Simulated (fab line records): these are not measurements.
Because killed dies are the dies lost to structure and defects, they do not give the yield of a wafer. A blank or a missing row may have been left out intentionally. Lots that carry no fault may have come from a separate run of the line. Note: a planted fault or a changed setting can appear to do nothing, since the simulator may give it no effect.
fab line records ; flow n5-finfet
[record] lots = 7; wafers = 21
route steps=1938 shown BEOL_M5@1161 BEOL_M7@1299 BEOL_M8@1377 BEOL_M9@1446 BEOL_M11@1541
start-h: the number of hours between the record's first day and the start of the first shown wafer of the lot ; wait-h: how many hours have passed since the lot's step before this one ; " repeats the value in the row above ; L1.1+2: several wafers, shown together as one row ; - no value, or no start given ; * or withheld: withheld ; < > ~ a bound
route shown NAME@n: NAME is a module with steps in the file, n the number in the route of the first one ; usual: mean/standard deviation of fault-free wafers ; same: alike in all rows ; chamber/n: place in a boat ; sites: the reading at each site ; _std_site: standard deviation across them ; _edge_site: outer sites' mean less inner sites' ; radius-mm: how far each site lies from the wafer's centre ; mask NAME#n: copy n ; behind: the most recent tool/chamber to have shaped the wafer ; hold: cause of the lot's hold/its duration in hours/its outcome ; device: the n, p or np transistor that did not switch ; end of line: the route-end tests of the same wafers ; a step given without rows: its recipe and nothing more ; killed: the dies lost at the first sort to structure and to defects; this is not the yield of the wafer ; map: shows each die of a wafer: x if killed, . if not, _ if none is there
set.NAME: the setting the step ran with; set.NAME@STEP: the setting that earlier step ran with ; model.NAME: the simulator's own value behind a step, which no gauge read
lots run with intentionally changed settings; tables by step, rows by wafer
[[steps]]
[step N5_BEOL_M5_ETCH_41]
[recipe] chemistry = CH3F/O2; target = SiCN; target-depth-a = 315; taper-deg = 2; time-s = 56.7; ion-energy-ev = 120; mask-material = TiN; pressure-mtorr = 30; source-w = 395; bias-w = 75; Ar_flow_sccm = 150; CH3F_flow_sccm = 30; O2_flow_sccm = 20
lot.wafer;tool;chamber;start-h;wait-h;set.source-w
L074.3+4;rie-diel-01;2,1;-;-;438.5
L074.6;rie-diel-01;1;-;-;395
L077.1+5;rie-diel-05;3,2;-;-;352.5
L077.2;rie-diel-05;1;-;-;395
L078.3+5+6;rie-diel-05;0,2,3;-;-;395
L081.1+2+4;rie-diel-05;1,2,0;-;-;395
L082.4;rie-diel-05;3;-;-;395
L082.5+6;rie-diel-05;1,2;-;-;362.3
L084.2+5;rie-diel-05;0;-;-;395
L084.6;rie-diel-05;1;-;-;459.5
L095.1+2+3;rie-diel-05;0,3,2;-;-;395
[step N5_BEOL_M5_STRIP_91]
[recipe] chemistry = N2/H2; time-s = 10; power-w = 450; temp-c = 40; pressure-mtorr = 20; rf-frequency-hz = 6e+07; bias-power-w = 7; n2-flow-sccm = 200; h2-flow-sccm = 200
[step N5_BEOL_M5_OCD_MEAS_38]
[usual] trench-depth-nm = 71.4/1.2
lot.wafer;tool;chamber;start-h;wait-h;set.time-s@BEOL_M5_TRENCH_ETCH_37;trench-depth-nm
L074.3;ocd-02;-;162.53;-;24.7;70.4
L074.4;ocd-02;-;162.53;-;24.7;73.1
L074.6;ocd-02;-;162.53;-;28.06;82.6
L077.1;ocd-02;-;183.46;-;26.87;77.7
L077.2;ocd-02;-;183.46;-;24.7;71.4
L077.5;ocd-02;-;183.46;-;26.87;79.8
L078.3;ocd-01;-;189.40;-;24.7;72.0
L078.5;ocd-01;-;189.40;-;22.89;66.6
L078.6;ocd-01;-;189.40;-;24.7;70.6
L081.1;ocd-01;-;208.23;-;24.7;70.8
L081.2;ocd-01;-;208.23;-;24.7;72.3
L081.4;ocd-01;-;208.23;-;24.7;73.3
L082.4;ocd-01;-;213.97;-;24.7;71.2
L082.5;ocd-01;-;213.97;-;21.16;60.3
L082.6;ocd-01;-;213.97;-;24.7;71.4
L084.2;ocd-01;-;217.58;-;24.7;73.0
L084.5;ocd-01;-;217.58;-;24.7;71.8
L084.6;ocd-01;-;217.58;-;24.7;70.9
L095.1;ocd-02;-;285.61;-;24.7;71.7
L095.2;ocd-02;-;285.61;-;20.42;57.6
L095.3;ocd-02;-;285.61;-;20.42;60.2
[step N5_BEOL_M5_HM_STRIP_39]
[recipe] chemistry = peroxide-tin-strip; material = TiN; target-depth-a = 250; temp-c = 50; time-s = 158
[step N5_BEOL_M5_SRD_40]
[recipe] time-s = 30; temp-c = 23; rinse-liquid = diw; dry = ipa-marangoni
[step N5_BEOL_M5_ECD_50]
[recipe] material = Cu; target-thk-a = 3000
[step N5_BEOL_M5_ANNEAL_51]
[recipe] temp-c = 225; time-s = 90; ambient = N2
[step N5_BEOL_M5_CMP_52]
[recipe] stop-on = SiCOH_lowk; t-overpolish-s = 6.9; down-force-psi = 1; platen-rpm = 50; clearing-platen-down-force-psi = 1.5; clearing-platen-rpm = 50; post-cmp-clean = cu-alkaline; target-thk-nm = 62; clearing-platen-pad-velocity-m-s = 0.99484; pad-velocity-m-s = 0.99484
lot.wafer;tool;chamber;start-h;wait-h;set.time-s@BEOL_M5_TRENCH_ETCH_37;model.Cu_of_BEOL_M5_ECD_50.thk-nm
L074.4;cmp-02;3;168.73;0.1;24.7;64.4
L074.3;cmp-02;1;168.73;0.1;24.7;59.6
L074.6;cmp-02;3;168.73;0.1;28.06;73.2
L077.2;cmp-01;2;189.72;0.4;24.7;64.6
L077.1;cmp-01;1;189.72;0.4;26.87;68.6
L077.5;cmp-01;3;189.72;0.4;26.87;70.6
L078.3;cmp-01;1;196.32;0.2;24.7;63.2
L078.6;cmp-01;3;196.32;0.2;24.7;62.4
L078.5;cmp-01;0;196.32;0.2;22.89;57.6
L081.4;cmp-04;3;214.20;0.1;24.7;60.6
L081.1;cmp-04;0;214.20;0.1;24.7;60.8
L081.2;cmp-04;2;214.20;0.1;24.7;61.2
L082.4;cmp-02;1;222.93;0.2;24.7;60.4
L082.6;cmp-02;0;222.93;0.2;24.7;60.2
L082.5;cmp-02;1;222.93;0.2;21.16;49
L084.2+5;cmp-04;1;224.76;0.4;24.7;63.2
L084.6;cmp-04;2;224.76;0.4;24.7;61.4
L095.1;cmp-04;2;293.00;0.3;24.7;62
L095.2;cmp-04;0;293.00;0.3;20.42;46.2
L095.3;cmp-04;1;293.00;0.3;20.42;49
[step N5_BEOL_M5_THK_MEAS_53]
[recipe] thk-meas-gauge = xrf; reads = Cu_of_BEOL_M5_ECD_50
[usual] M5_THK = 62.1/1.8
lot.wafer;tool;chamber;start-h;wait-h;set.time-s@BEOL_M5_TRENCH_ETCH_37;M5_THK[nm]
L074.3;film-metro-01;-;169.02;-;24.7;59.7
L074.4;film-metro-01;-;169.02;-;24.7;64.9
L074.6;film-metro-01;-;169.02;-;28.06;73.7
L077.1;film-metro-02;-;190.02;-;26.87;68.7
L077.2;film-metro-02;-;190.02;-;24.7;64.8
L077.5;film-metro-02;-;190.02;-;26.87;70.9
L078.3;film-metro-01;-;196.55;0.2;24.7;63.3
L078.5;film-metro-01;-;196.55;0.2;22.89;57.8
L078.6;film-metro-01;-;196.55;0.2;24.7;62.7
L081.1;film-metro-01;-;214.50;-;24.7;60.8
L081.2;film-metro-01;-;214.50;-;24.7;60.6
L081.4;film-metro-01;-;214.50;-;24.7;60.4
L082.4;film-metro-02;-;223.19;-;24.7;61.3
L082.5;film-metro-02;-;223.19;-;21.16;49.6
L082.6;film-metro-02;-;223.19;-;24.7;61.0
L084.2;film-metro-01;-;225.05;-;24.7;63.7
L084.5;film-metro-01;-;225.05;-;24.7;63.6
L084.6;film-metro-01;-;225.05;-;24.7;61.9
L095.1;film-metro-01;-;293.30;-;24.7;62.8
L095.2;film-metro-01;-;293.30;-;20.42;46.7
L095.3;film-metro-01;-;293.30;-;20.42;49.4
[step N5_BEOL_M5_PRE_CLEAN_77]
[recipe] gas = NH3/H2; time-s = 15; temp-c = *; rf-power-w = 300
[step N5_BEOL_M5_CO_CAP_78]
[recipe] material = Co; target-thk-a = 20; temp-c = 200; precursor = CCTBA/H2; pressure-torr = 30; time-s = 102.1
[step N5_BEOL_M5_PRE_CLEAN_55]
[recipe] gas = NH3; time-s = 15; temp-c = withheld; rf-power-w = 300
[step N5_BEOL_M5_DEP_56]
[recipe] material = SiCN; target-thk-a = 80; temp-c = withheld; precursor = 3MS/NH3; pressure-torr = 3; rf-w = 202; time-s = 14
[step N5_BEOL_M5_RS_MEAS_57]
[recipe] thk-meas-gauge = four-point-probe; reads = Co_of_BEOL_M5_CO_CAP_78+Cu_of_BEOL_M5_ECD_50+Co_of_BEOL_M5_CVD_47+TaN_of_BEOL_M5_ALD_86
[usual] M5_RS = 0.390/0.013
lot.wafer;tool;chamber;start-h;wait-h;set.time-s@BEOL_M5_TRENCH_ETCH_37;M5_RS[ohm/sq]
L074.3;film-metro-02;-;169.28;0.1;24.7;0.407
L074.4;film-metro-02;-;169.28;0.1;24.7;0.372
L074.6;film-metro-02;-;169.28;0.1;28.06;0.319
L077.1;film-metro-01;-;190.28;0.0;26.87;0.342
L077.2;film-metro-01;-;190.28;0.0;24.7;0.368
L077.5;film-metro-01;-;190.28;0.0;26.87;0.331
L078.3;film-metro-02;-;196.81;0.1;24.7;0.378
L078.5;film-metro-02;-;196.81;0.1;22.89;0.424
L078.6;film-metro-02;-;196.81;0.1;24.7;0.385
L081.1;film-metro-01;-;214.76;0.0;24.7;0.396
L081.2;film-metro-01;-;214.76;0.0;24.7;0.394
L081.4;film-metro-01;-;214.76;0.0;24.7;0.397
L082.4;film-metro-02;-;223.47;0.0;24.7;0.400
L082.5;film-metro-02;-;223.47;0.0;21.16;0.518
L082.6;film-metro-02;-;223.47;0.0;24.7;0.401
L084.2;film-metro-01;-;225.31;0.1;24.7;0.377
L084.5;film-metro-01;-;225.31;0.1;24.7;0.379
L084.6;film-metro-01;-;225.31;0.1;24.7;0.391
L095.1;film-metro-01;-;293.56;0.0;24.7;0.387
L095.2;film-metro-01;-;293.56;0.0;20.42;0.558
L095.3;film-metro-01;-;293.56;0.0;20.42;0.516
[step N5_BEOL_M7_DESCUM_33]
[recipe] chemistry = O2; time-s = 7; source-power-w = 50; bias-power-w = 20; pressure-mtorr = 20; rf-frequency-hz = 2.712e+07; temp-c = 40; resist = CAR-EUV; o2-flow-sccm = 225
lot.wafer;tool;chamber;start-h;wait-h;set.time-s;model.CAR-EUV_of_BEOL_M7_COAT_22.thk-nm
L074.3+4;rie-diel-03;0,1;181.37;0.0;6.446;26.4
L074.6;rie-diel-03;2;181.37;0.0;7;26
L077.1+5;rie-diel-03;0;204.85;0.4;5.768;26.8
L077.2;rie-diel-03;2;204.85;0.4;7;26
L078.3+5;rie-diel-03;0;213.22;0.0;7.774;25.6
L078.6;rie-diel-03;3;213.22;0.0;7;26
L081.1+2+4;rie-diel-01;2,0,3;227.39;0.0;7;26
L082.4+6;rie-diel-01;3,1;235.71;0.1;6.555;26.2
L082.5;rie-diel-01;0;235.71;0.1;7;26
L084.2;rie-diel-01;0;236.10;0.0;8.403;25.4
L084.5+6;rie-diel-01;3,1;236.10;0.0;7;26
L095.1+2+3;rie-diel-01;1,0,3;301.80;0.0;7;26
[step N5_BEOL_M7_ETCH_72]
[recipe] chemistry = N2/H2; target = underlayer; target-depth-a = 65; mask-material = CAR-EUV; time-s = 5.2; ion-energy-ev = 200; pressure-mtorr = 30; source-w = 840; bias-w = 150; n2-flow-sccm = 200; h2-flow-sccm = 200; ends = cleared
lot.wafer;tool;chamber;start-h;wait-h;set.time-s@BEOL_M7_DESCUM_33;model.CAR-EUV_of_BEOL_M7_COAT_22.thk-nm
L074.3;rie-diel-03;0;181.40;0.0;6.446;20.8
L074.4;rie-diel-03;1;181.40;0.0;6.446;20.6
L074.6;rie-diel-03;2;181.40;0.0;7;20.2
L077.1;rie-diel-03;0;204.89;0.0;5.768;21.2
L077.2;rie-diel-03;2;204.89;0.0;7;20.4
L077.5;rie-diel-03;0;204.89;0.0;5.768;21
L078.3+5;rie-diel-03;0;213.25;0.0;7.774;20
L078.6;rie-diel-03;3;213.25;0.0;7;20.2
L081.1;rie-diel-01;2;227.42;0.0;7;20.4
L081.2+4;rie-diel-01;0,3;227.42;0.0;7;20.2
L082.4+6;rie-diel-01;3,1;235.74;0.0;6.555;20.4
L082.5;rie-diel-01;0;235.74;0.0;7;20.2
L084.2;rie-diel-01;0;236.13;0.0;8.403;19.6
L084.5;rie-diel-01;3;236.13;0.0;7;20.2
L084.6;rie-diel-01;1;236.13;0.0;7;20.4
L095.1;rie-diel-01;1;301.84;0.0;7;20.4
L095.2+3;rie-diel-01;0,3;301.84;0.0;7;20.2
[step N5_BEOL_M7_ETCH_65]
[recipe] chemistry = CF4; target = SiARC; target-depth-a = 156; mask-material = CAR-EUV; time-s = 26; ion-energy-ev = 80; pressure-mtorr = 40; source-w = 545; bias-w = 36; Ar_flow_sccm = 100; cf4-flow-sccm = 100; ends = cleared
lot.wafer;tool;chamber;start-h;wait-h;set.time-s@BEOL_M7_DESCUM_33;model.CAR-EUV_of_BEOL_M7_COAT_22.thk-nm
L074.3;rie-diel-03;0;181.42;0.0;6.446;11.6
L074.4;rie-diel-03;1;181.42;0.0;6.446;11.4
L074.6;rie-diel-03;2;181.42;0.0;7;11
L077.1;rie-diel-03;0;204.90;0.0;5.768;12
L077.2;rie-diel-03;2;204.90;0.0;7;11
L077.5;rie-diel-03;0;204.90;0.0;5.768;11.8
L078.3+5;rie-diel-03;0;213.27;0.0;7.774;10.8
L078.6;rie-diel-03;3;213.27;0.0;7;11
L081.1+2+4;rie-diel-01;2,0,3;227.44;0.0;7;11
L082.4+6;rie-diel-01;3,1;235.76;0.0;6.555;11.2
L082.5;rie-diel-01;0;235.76;0.0;7;11
L084.2;rie-diel-01;0;236.15;0.0;8.403;10.4
L084.5;rie-diel-01;3;236.15;0.0;7;11
L084.6;rie-diel-01;1;236.15;0.0;7;11.2
L095.1;rie-diel-01;1;301.85;0.0;7;11.2
L095.2+3;rie-diel-01;0,3;301.85;0.0;7;11
[step N5_BEOL_M7_TRENCH_ETCH_37]
[recipe] chemistry = C4F6/O2; target-depth-a = 934.78; target = SiCOH_lowk; time-s = 31.2; ion-energy-ev = 250; pressure-mtorr = 30; source-w = 345; bias-w = 185; Ar_flow_sccm = 300; C4F6_flow_sccm = 10; O2_flow_sccm = 10
[usual] rf-vpp-V = 660/15
lot.wafer;tool;chamber;start-h;wait-h;set.source-w;rf-vpp-V;model.etch.depth-nm
L074.3;rie-diel-03;0;-;-;299.3;737;85.96
L074.4;rie-diel-03;1;-;-;345;667;92.33
L074.6;rie-diel-03;2;-;-;345;659;92.48
L077.1;rie-diel-03;0;-;-;345;685;91.94
L077.2;rie-diel-03;2;-;-;396.8;613;99.01
L077.5;rie-diel-03;0;-;-;396.8;638;97.11
L078.3;rie-diel-03;0;-;-;345;684;90.64
L078.5;rie-diel-03;0;-;-;366.1;665;93.06
L078.6;rie-diel-03;3;-;-;366.1;629;93.16
L081.1;rie-diel-01;2;-;-;345;672;91.49
L081.2;rie-diel-01;0;-;-;345;642;93.42
L081.4;rie-diel-01;3;-;-;345;651;91.71
L082.4;rie-diel-01;3;-;-;404.4;599;97.2
L082.5;rie-diel-01;0;-;-;404.4;592;99.99
L082.6;rie-diel-01;1;-;-;345;675;94.59
L084.2;rie-diel-01;0;-;-;318.3;668;90.24
L084.5;rie-diel-01;3;-;-;318.3;678;88.27
L084.6;rie-diel-01;1;-;-;345;674;94.12
L095.1;rie-diel-01;1;-;-;345;675;95.75
L095.2;rie-diel-01;0;-;-;345;642;93.5
L095.3;rie-diel-01;3;-;-;345;651;91.17
[step N5_BEOL_M8_TRENCH_ETCH_37]
[recipe] chemistry = C4F6/O2; target-depth-a = 934.78; target = SiCOH_lowk; time-s = 31.2; ion-energy-ev = 250; pressure-mtorr = 30; source-w = 345; bias-w = 185; Ar_flow_sccm = 300; C4F6_flow_sccm = 10; O2_flow_sccm = 10
[usual] rf-vpp-V = 662/11
lot.wafer;tool;chamber;start-h;wait-h;set.source-w;rf-vpp-V
L074.3;rie-diel-04;0;-;-;345;665
L074.4;rie-diel-04;2;-;-;296;718
L074.6;rie-diel-04;3;-;-;296;731
L077.1;rie-diel-04;2;-;-;345;663
L077.2;rie-diel-04;3;-;-;345;677
L077.5;rie-diel-04;1;-;-;345;669
L078.3;rie-diel-04;1;-;-;401.3;621
L078.5;rie-diel-04;3;-;-;401.3;625
L078.6;rie-diel-04;2;-;-;401.3;614
L081.1;rie-diel-02;1;-;-;345;634
L081.2;rie-diel-02;0;-;-;345;667
L081.4;rie-diel-02;3;-;-;345;656
L082.4;rie-diel-04;1;-;-;319.7;694
L082.5;rie-diel-04;3;-;-;345;676
L082.6;rie-diel-04;0;-;-;345;666
L084.2;rie-diel-02;3;-;-;325.1;675
L084.5;rie-diel-02;2;-;-;345;657
L084.6;rie-diel-02;3;-;-;325.1;675
L095.1;rie-diel-04;2;-;-;345;663
L095.2;rie-diel-04;1;-;-;345;667
L095.3;rie-diel-04;0;-;-;345;666
[step N5_BEOL_M8_CURE_75]
[recipe] temp-c = 370; time-s = 120; ambient = DMADMS/He; material = SiCOH_lowk
[usual] lamp-power-pct = 52.32/0.054
lot.wafer;tool;chamber;start-h;wait-h;set.time-s;lamp-power-pct
L074.3;uv-cure-01;0;189.68;0.2;108.5;52.35
L074.4;uv-cure-01;0;189.68;0.2;120;52.31
L074.6;uv-cure-01;0;189.68;0.2;108.5;52.23
L077.1;uv-cure-02;2;214.07;0.0;144.2;51.36
L077.2;uv-cure-02;2;214.07;0.0;120;52.32
L077.5;uv-cure-02;2;214.07;0.0;144.2;51.29
L078.3;uv-cure-02;2;222.53;0.1;120;52.29
L078.5;uv-cure-02;2;222.53;0.1;120;52.33
L078.6;uv-cure-02;2;222.53;0.1;120;52.38
L081.1;uv-cure-01;0;234.72;0.2;120;52.29
L081.2;uv-cure-01;0;234.72;0.2;120;52.34
L081.4;uv-cure-01;0;234.72;0.2;120;52.34
L084.2;uv-cure-02;0;245.08;0.4;120;52.25
L084.5;uv-cure-02;0;245.08;0.4;120;52.26
L084.6;uv-cure-02;0;245.08;0.4;120;52.36
L082.4;uv-cure-03;0;245.13;0.5;120;52.26
L082.5;uv-cure-03;0;245.13;0.5;144.2;51.26
L082.6;uv-cure-03;0;245.13;0.5;120;52.25
L095.1;uv-cure-01;0;308.15;0.0;120;52.25
L095.2;uv-cure-01;0;308.15;0.0;120;52.27
L095.3;uv-cure-01;0;308.15;0.0;120;52.26
[step N5_BEOL_M9_TRENCH_ETCH_37]
[recipe] chemistry = C4F6/O2; target-depth-a = 1514.3; target = SiCOH_lowk; time-s = 49; ion-energy-ev = 250; pressure-mtorr = 30; source-w = 345; bias-w = 185; Ar_flow_sccm = 300; C4F6_flow_sccm = 10; O2_flow_sccm = 10
[usual] rf-vpp-V = 660/14
lot.wafer;tool;chamber;start-h;wait-h;set.bias-w;rf-vpp-V
L074.3;rie-diel-03;1;-;-;185;670
L074.4;rie-diel-03;3;-;-;185;645
L074.6;rie-diel-03;2;-;-;185;659
L077.1;rie-diel-03;3;-;-;185;646
L077.2;rie-diel-03;0;-;-;209.2;754
L077.5;rie-diel-03;3;-;-;185;645
L078.3;rie-diel-05;0;-;-;213.3;712
L078.5;rie-diel-05;2;-;-;185;664
L078.6;rie-diel-05;1;-;-;213.3;742
L081.1;rie-diel-03;2;-;-;185;658
L081.2;rie-diel-03;3;-;-;185;646
L081.4;rie-diel-03;1;-;-;185;668
L082.4;rie-diel-01;3;-;-;185;651
L082.5;rie-diel-01;3;-;-;185;651
L082.6;rie-diel-01;0;-;-;185;643
L084.2;rie-diel-01;1;-;-;198.2;713
L084.5;rie-diel-01;3;-;-;198.2;686
L084.6;rie-diel-01;2;-;-;185;672
L095.1;rie-diel-05;1;-;-;185;662
L095.2;rie-diel-05;2;-;-;185;663
L095.3;rie-diel-05;0;-;-;198.5;671
[step N5_BEOL_M11_COAT_59]
[recipe] resist = SOC; temp-c = 250; time-s = 60; spin-rpm = 1500; resist-thk-nm = 100
lot.wafer;tool;chamber;start-h;wait-h;set.spin-rpm;model.SOC_of_BEOL_M11_COAT_59.thk-nm
L074.3+4;litho-track-04;0;212.28;0.1;1500;99.8
L074.6;litho-track-04;0;212.28;0.1;1500;100
L077.1+2;litho-track-01;0;233.60;0.1;1500;100
L077.5;litho-track-01;0;233.60;0.1;1500;99.8
L078.3+6;litho-track-05;0;244.93;0.1;1500;100
L078.5;litho-track-05;0;244.93;0.1;1406;103.2
L081.1+4;litho-track-04;0;257.85;0.1;1500;99.6
L081.2;litho-track-04;0;257.85;0.1;1500;100.4
L082.4;litho-track-05;0;265.10;0.1;1500;100.6
L082.5;litho-track-05;0;265.10;0.1;1500;100.2
L082.6;litho-track-05;0;265.10;0.1;1500;100.4
L084.2;litho-track-05;0;265.30;0.1;1555;98.6
L084.5;litho-track-05;0;265.30;0.1;1500;100.2
L084.6;litho-track-05;0;265.30;0.1;1500;99.8
L095.1+2;litho-track-04;0;327.36;0.1;1500;99.8
L095.3;litho-track-04;0;327.36;0.1;1395;103.6
[[key]]
[split] step = N5_BEOL_M5_ETCH_41; setting = source-w; stated = 395; by = wafer
response none clear
[split] step = N5_BEOL_M7_DESCUM_33; setting = time-s; stated = 7; by = wafer
[response] step = N5_BEOL_M7_DESCUM_33; reading = model.CAR-EUV_of_BEOL_M7_COAT_22.thk-nm; change = -0.0373; per = 1%; r = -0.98
[response] step = N5_BEOL_M7_ETCH_72; reading = model.CAR-EUV_of_BEOL_M7_COAT_22.thk-nm; change = -0.0361; per = 1%; r = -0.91
[response] step = N5_BEOL_M7_ETCH_65; reading = model.CAR-EUV_of_BEOL_M7_COAT_22.thk-nm; change = -0.0398; per = 1%; r = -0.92
[split] step = N5_BEOL_M7_TRENCH_ETCH_37; setting = source-w; stated = 345; by = wafer
[response] step = N5_BEOL_M7_TRENCH_ETCH_37; reading = rf-vpp-V; change = -4.34; per = 1%; r = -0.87
[response] step = N5_BEOL_M7_TRENCH_ETCH_37; reading = model.etch.depth-nm; change = +0.376; per = 1%; r = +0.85
[split] step = N5_BEOL_M8_TRENCH_ETCH_37; setting = source-w; stated = 345; by = wafer
[response] step = N5_BEOL_M8_TRENCH_ETCH_37; reading = rf-vpp-V; change = -3.88; per = 1%; r = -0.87
[split] step = N5_BEOL_M8_CURE_75; setting = time-s; stated = 120; by = wafer
[response] step = N5_BEOL_M8_CURE_75; reading = lamp-power-pct; change = *; per = 1%; r = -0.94
[split] step = N5_BEOL_M9_TRENCH_ETCH_37; setting = bias-w; stated = 185; by = wafer
[response] step = N5_BEOL_M9_TRENCH_ETCH_37; reading = rf-vpp-V; change = +5.2; per = 1%; r = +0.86
[split] step = N5_BEOL_M11_COAT_59; setting = spin-rpm; stated = 1500; by = wafer
[response] step = N5_BEOL_M11_COAT_59; reading = model.SOC_of_BEOL_M11_COAT_59.thk-nm; change = -0.509; per = 1%; r = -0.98
split outside-this-file step=N5_BEOL_M5_TRENCH_ETCH_37 setting=time-s
// split outside-this-file: this setting was split too, and the file shows its column; the key of that split is in another file
